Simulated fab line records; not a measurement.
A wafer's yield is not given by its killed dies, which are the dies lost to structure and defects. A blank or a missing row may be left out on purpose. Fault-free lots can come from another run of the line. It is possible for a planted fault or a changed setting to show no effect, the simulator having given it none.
Which of the tools did it? ; flow n5 finfet ; 6 lots (17 wafers sampled), 1 step of a 1938-step route

WHAT EACH GAUGE READ, for each wafer
N5_BEOL_M12_CD_MEAS_10 targets a cd of 140 nm.
lot;measured;on;cd nm (nm)
L303;day 12 00:32;cd sem-01;136.3 138.0 139.8
L306;day 13 12:23;cd sem-01;141.1 141.2 140.3
L308;day 13 14:02;cd sem-03;143.2 143.6 142.8
L310;day 14 15:47;cd sem-03;138.8 142.9
L314;day 15 13:54;cd sem-02;143.0 140.3 141.1
L315;day 16 07:41;cd sem-01;142.2 138.8 138.2

WHAT TOOL EACH LOT RAN ON (gives the tool, then ch and the chambers of the sampled wafers, and finally the start)
Before these readings, the record contains no process step.

THE ANSWER, worked out from the rows above alone
Rule: usual is defined by the lots themselves. The widest of any qualifying gaps counts: lots, ordered by their means at a reading, are off when they make up no more than a third of the lots, leave a main group of 4 or more, and stand apart from it by 3 or more times the standard deviation of that group's means. If all means in a main group match to the digits the tables above print for the reading, that group is not used. A lot without any number at a reading at which 4 lots or more have one is off too. All remaining lots with rows at the step are treated as sound.
No lot is off on any of the readings shown, so nothing can be concluded from this.

WHAT THE SIMULATOR HAD PUT IN
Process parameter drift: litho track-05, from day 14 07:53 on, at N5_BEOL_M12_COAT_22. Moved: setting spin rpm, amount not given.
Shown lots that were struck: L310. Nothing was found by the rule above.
